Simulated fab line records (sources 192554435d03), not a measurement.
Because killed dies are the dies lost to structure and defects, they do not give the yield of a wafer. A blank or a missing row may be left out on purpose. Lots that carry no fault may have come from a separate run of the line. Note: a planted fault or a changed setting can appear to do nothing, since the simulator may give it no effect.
Chamber matching    flow n5_finfet    4 sister chambers for N5_BEOL_M4_ALD_98 on ald_sin-02
The step deposits SiO2, target thk 2.5 nm, pulse time 1 s, co reactant pulse time 1 s. 4 wafers are shown with their chamber, then 7 later ones without.

== WAFERS WITH THEIR CHAMBER ==
wafer   chamber  heater_power_outer_w (W)
L079.6  2        40
L086.6  0        41
L088.1  3        40
L088.5  1        43

== WAFERS WITH NO CHAMBER GIVEN ==
wafer   heater_power_outer_w (W)
L088.6  41
L091.2  40
L091.5  40
L091.6  40
L097.2  39
L097.4  45
L097.6  37

== CHAMBER TAKEN BY EACH ==
wafer   from the rows above                in truth
L088.6  can't be placed: 0 or 2 or 3 or 1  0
L091.2  can't be placed: 2 or 3 or 0       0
L091.5  can't be placed: 2 or 3 or 0       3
L091.6  can't be placed: 2 or 3 or 0       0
L097.2  can't be placed: 2 or 3 or 0       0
L097.4  can't be placed: 1 or 0            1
L097.6  can't be placed: 2 or 3 or 0       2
Placed correctly: 0 of 7. Not placeable from these rows: 7 (in 7, the candidates include the true chamber). Placed wrongly: 0.
How it was worked out, from the rows above alone: a wafer's distance from a chamber is the root of the sum, over the readings, of the square of ((its reading less the chamber's mean) divided by the reading's scatter). The wafer belongs to the nearest chamber; if the next one is less than 2 further off, it can't be placed. Each chamber's mean is taken over the wafers shown for it. The scatter: root of mean squared gap, hidden wafer to nearest shown wafer, with one shown wafer a chamber.
